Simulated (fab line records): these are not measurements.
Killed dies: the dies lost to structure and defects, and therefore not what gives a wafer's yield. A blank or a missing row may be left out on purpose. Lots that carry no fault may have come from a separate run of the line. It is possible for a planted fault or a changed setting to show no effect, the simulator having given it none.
Chamber matching	flow nand harc	NHARC_A_STAIRCASE_TRIM_220 on rie diel-03 has 4 sister chambers
The step chemistry O2, time 211.2 s. 4 wafers are shown with their chamber, then 7 later ones without.

EACH WAFER AND ITS CHAMBER
wafer	chamber	showerhead plenum p Torr (Torr)
L078.5	1	3.46
L085.6	0	3.48
L087.3	2	3.72
L087.5	3	3.65

WAFERS MISSING THEIR CHAMBER
wafer	showerhead plenum p Torr (Torr)
L087.6	3.48
L091.1	3.44
L091.2	3.47
L091.4	3.71
L092.1	3.71
L092.3	3.65
L092.5	3.65

WHICH CHAMBER EACH ONE RAN IN
wafer	from the rows above	in truth
L087.6	can't be placed: 0 or 1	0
L091.1	can't be placed: 1 or 0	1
L091.2	can't be placed: 0 or 1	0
L091.4	2	2
L092.1	2	2
L092.3	3	3
L092.5	3	3
Correct placement for 4 of the 7. These rows do not allow placing 3 (true chamber among the candidates in 3). Placed wrongly: 0.
How it was worked out, from the rows above alone: a wafer's distance from a chamber is the root of the sum, over the readings, of the square of ((its reading less the chamber's mean) divided by the reading's scatter). If the next closest chamber is less than 2 further off than the closest, the wafer can't be placed; otherwise it belongs to the closest. Each chamber's mean is taken over the wafers shown for it. The scatter (one wafer shown for each chamber): square how far every hidden wafer sits from the nearest shown wafer, average those squares and take the square root.
